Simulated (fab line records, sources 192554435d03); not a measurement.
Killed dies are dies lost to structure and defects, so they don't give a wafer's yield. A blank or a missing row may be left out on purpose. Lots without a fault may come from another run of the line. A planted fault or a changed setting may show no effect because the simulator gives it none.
Problem report in the 8D (eight disciplines) form, filled by code | flow n5_finfet | the parts of the form that need people (team, actions taken, sign-off) are left out

1. THE PROBLEM
oes_product_au at N5_BEOL_M2_VIA_ETCH_34 reads a mean of 1.15 a.u. on 1 wafer of 1 lot; wafers without a fault read 0.79 a.u. with a standard deviation of 0.086. That is +4.2 standard deviations from the usual mean.
The step: etches the open film in C4F6/O2, target depth 69.4 nm, time 65.9 s.
First seen on wafer L330.1, day 10 09:56, on rie_diel-03. The record holds 27 wafers of 9 lots with a number at this step. Rule for "out", or "out of limits": more than 4 standard deviations from the usual mean. The other wafers with a number count as sound.

2. WHAT IT IS AND WHAT IT IS NOT
question                    | is                | is not
which readings at this step | oes_product_au    | O2_flow_sccm, drypump_motor_current_A, rf_vpp_V, showerhead_plenum_p_Torr, throttle_valve_pct
which lots                  | L330              | L316, L320, L322, L324, L325, L334, L335, L336
which wafers of those lots  | L330.1            | L330.2, L330.4
read on which tools         | rie_diel-03       | rie_diel-01, rie_diel-06
when                        | from day 10 09:56 | up to then (17 sound wafers); but 9 sound wafers of L334, L335, L336 came after

3. SUSPECTS, AND WHAT RULES EACH OUT
Counting: a tool at a process step up to the reading stays a suspect if it ran every lot that is out. Sound lots after the first of them don't rule it out here, since some wafers of a struck lot are sound.
- rie_diel-03 at N5_BEOL_M2_ETCHBACK_99 (etches SiO2 in CHF3, target depth 5 nm, time 10.4 s): kept. It ran the lot that is out, L330 (day 10 09:47); its last sound lot up to then is L325 (day 9 05:43).
- rie_diel-03 at N5_BEOL_M2_VIA_ETCH_34 (etches the open film in C4F6/O2, target depth 69.4 nm, time 65.9 s): kept. It ran the lot that is out, L330 (day 10 09:56); its last sound lot up to then is L325 (day 9 05:52). Its own readings are out on those wafers: oes_product_au.
Left after counting: rie_diel-03 at N5_BEOL_M2_ETCHBACK_99, rie_diel-03 at N5_BEOL_M2_VIA_ETCH_34.

4. THE CAUSE (what the simulator had put in)
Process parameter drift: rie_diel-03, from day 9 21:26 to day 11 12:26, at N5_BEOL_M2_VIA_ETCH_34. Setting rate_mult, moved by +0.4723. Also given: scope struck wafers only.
Counting left 2 suspects, and this tool is among them.

5. THE CHAIN OF EFFECTS, in route order
Each row: a reading whose mean over the struck wafers that have a number lies more than 3 standard deviations from the usual. Only readings for which the record gives a usual standard deviation are gone through. hours: the time from each lot's start at the first step in this table that gives one to its start at this step, as a median over the lots. sigmas: the change in usual standard deviations.
hours | step                   | reading        | usual     | on struck wafers | change | sigmas
0     | N5_BEOL_M2_VIA_ETCH_34 | oes_product_au | 0.79 a.u. | 1.15             | +0.36  | +4.2
The process steps in it:
- N5_BEOL_M2_VIA_ETCH_34: etches the open film in C4F6/O2, target depth 69.4 nm, time 65.9 s.
Later measuring or inspecting steps at which every struck wafer that the step has a row for has a number for every such reading, and none has moved that far: N5_BEOL_M2_CD_MEAS_35, N5_BEOL_M4_RC_MEAS_101.

6. WHAT WOULD HAVE CAUGHT IT SOONER
In this record the first reading out of limits was taken at day 10 09:56, 13 hours after the fault began at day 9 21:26.
